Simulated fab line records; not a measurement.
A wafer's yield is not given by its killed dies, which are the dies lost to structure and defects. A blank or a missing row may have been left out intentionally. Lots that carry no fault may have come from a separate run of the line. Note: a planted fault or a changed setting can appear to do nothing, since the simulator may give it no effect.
Matching of chambers -- flow nand harc -- pecvd-01 running NHARC_A_M0_PRE_CLEAN_31: 3 sister chambers
The step time 12 s. 20 wafers are shown with their chamber, then 10 later ones without.

EACH WAFER AND ITS CHAMBER
wafer,chamber,heater power w (W)
L074.1,0,624
L074.2,2,583
L074.6,0,620
L075.2,1,579
L075.3,0,606
L075.4,2,567
L075.1,2,562
L075.5,0,612
L075.6,1,579
L076.1,0,599
L076.2,1,612
L076.5,0,594
L078.2,2,568
L078.3,1,682
L078.6,2,566
L081.1,0,584
L081.3,2,575
L081.6,0,584
L083.1,2,573
L083.2,0,576

SIGNATURES (means of the wafers above)
reading,chamber 0,chamber 1,chamber 2,scatter within a chamber
heater power w,599.89,613.00,570.57,23.8
Rule: a wafer lies at a distance from a chamber equal to the root of the sum of squares, over the readings, of (its reading less the chamber's mean, divided by the reading's scatter). The wafer belongs to the nearest chamber; if the next one is less than 2 further off, it can't be placed. How the scatter is found: for the shown wafers, subtract from each reading the mean of its chamber, square and add these, divide the total by (wafers less chambers), then take the root.

WAFERS WITH NO CHAMBER GIVEN
wafer,heater power w (W)
L083.5,583
L085.3,688
L085.5,684
L085.6,525
L095.1,555
L095.4,584
L095.5,677
L096.1,627
L096.3,607
L096.4,619

THE CHAMBER EACH PASSED THROUGH
wafer,from the rows above,in truth
L083.5,can't be placed: 2 or 0 or 1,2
L085.3,can't be placed: 1 or 0 or 2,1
L085.5,can't be placed: 1 or 0 or 2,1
L085.6,can't be placed: 2 or 0 or 1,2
L095.1,can't be placed: 2 or 0 or 1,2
L095.4,can't be placed: 2 or 0 or 1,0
L095.5,can't be placed: 1 or 0 or 2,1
L096.1,can't be placed: 1 or 0 or 2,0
L096.3,can't be placed: 1 or 0 or 2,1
L096.4,can't be placed: 1 or 0 or 2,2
0 of 10 placed correctly. These rows do not allow placing 10 (true chamber among the candidates in 10). Number placed wrongly: 0.
